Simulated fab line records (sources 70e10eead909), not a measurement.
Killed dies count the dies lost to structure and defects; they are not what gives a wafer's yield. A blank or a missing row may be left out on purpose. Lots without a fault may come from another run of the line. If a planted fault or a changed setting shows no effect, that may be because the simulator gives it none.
Matching of chambers :: flow nand-harc :: NHARC_A_STAIRCASE_DEP_156 on pecvd-03: 3 sister chambers
The step deposits SiNx, target thk 50 nm. 20 wafers are shown with their chamber, then 10 later ones without.

EACH WAFER AND ITS CHAMBER
wafer: L074.1
chamber: 2
heater-power-w (W): 646

wafer: L074.3
chamber: 0
heater-power-w (W): 662

wafer: L074.4
chamber: 1
heater-power-w (W): 670

wafer: L075.3
chamber: 0
heater-power-w (W): 787

wafer: L075.4
chamber: 1
heater-power-w (W): 749

wafer: L075.5
chamber: 0
heater-power-w (W): 791

wafer: L076.1
chamber: 2
heater-power-w (W): 684

wafer: L076.2
chamber: 1
heater-power-w (W): 724

wafer: L076.6
chamber: 0
heater-power-w (W): 649

wafer: L080.1
chamber: 2
heater-power-w (W): 599

wafer: L080.4
chamber: 2
heater-power-w (W): 597

wafer: L080.5
chamber: 0
heater-power-w (W): 738

wafer: L083.1
chamber: 0
heater-power-w (W): 789

wafer: L083.2
chamber: 2
heater-power-w (W): 548

wafer: L083.5
chamber: 1
heater-power-w (W): 775

wafer: L087.2
chamber: 1
heater-power-w (W): 743

wafer: L087.3
chamber: 2
heater-power-w (W): 672

wafer: L087.5
chamber: 0
heater-power-w (W): 696

wafer: L089.4
chamber: 1
heater-power-w (W): 738

wafer: L089.5
chamber: 0
heater-power-w (W): 723

SIGNATURES, as means of the wafers listed above
reading: heater-power-w
chamber 0: 729.38
chamber 1: 733.17
chamber 2: 624.33
scatter within a chamber: 50.1
Rule: distance of a wafer from a chamber = root of the sum over the readings of ((wafer's reading minus chamber's mean) / reading's scatter) squared. The wafer belongs to the nearest chamber; if the next one is less than 2 further off, it can't be placed. The scatter: take each reading less its chamber's mean, square it, sum over the shown wafers, divide by the number of wafers less the number of chambers, and take the root.

WAFERS WHOSE CHAMBER IS MISSING
wafer: L089.6
heater-power-w (W): 663

wafer: L091.1
heater-power-w (W): 749

wafer: L091.2
heater-power-w (W): 671

wafer: L091.6
heater-power-w (W): 644

wafer: L094.2
heater-power-w (W): 746

wafer: L094.4
heater-power-w (W): 657

wafer: L094.6
heater-power-w (W): 786

wafer: L097.1
heater-power-w (W): 620

wafer: L097.2
heater-power-w (W): 668

wafer: L097.5
heater-power-w (W): 649

THE CHAMBER EACH PASSED THROUGH
wafer: L089.6
from the rows above: can't be placed: 2 or 0 or 1
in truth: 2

wafer: L091.1
from the rows above: can't be placed: 1 or 0
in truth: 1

wafer: L091.2
from the rows above: can't be placed: 2 or 0 or 1
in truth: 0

wafer: L091.6
from the rows above: can't be placed: 2 or 0 or 1
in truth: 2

wafer: L094.2
from the rows above: can't be placed: 1 or 0
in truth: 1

wafer: L094.4
from the rows above: can't be placed: 2 or 0 or 1
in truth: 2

wafer: L094.6
from the rows above: can't be placed: 1 or 0
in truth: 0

wafer: L097.1
from the rows above: 2
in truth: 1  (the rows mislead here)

wafer: L097.2
from the rows above: can't be placed: 2 or 0 or 1
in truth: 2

wafer: L097.5
from the rows above: can't be placed: 2 or 0 or 1
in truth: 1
Correctly placed: 0 of 10. Cannot be placed on the basis of these rows: 9; the candidates contain the true chamber in 9. Wrongly placed: 1.
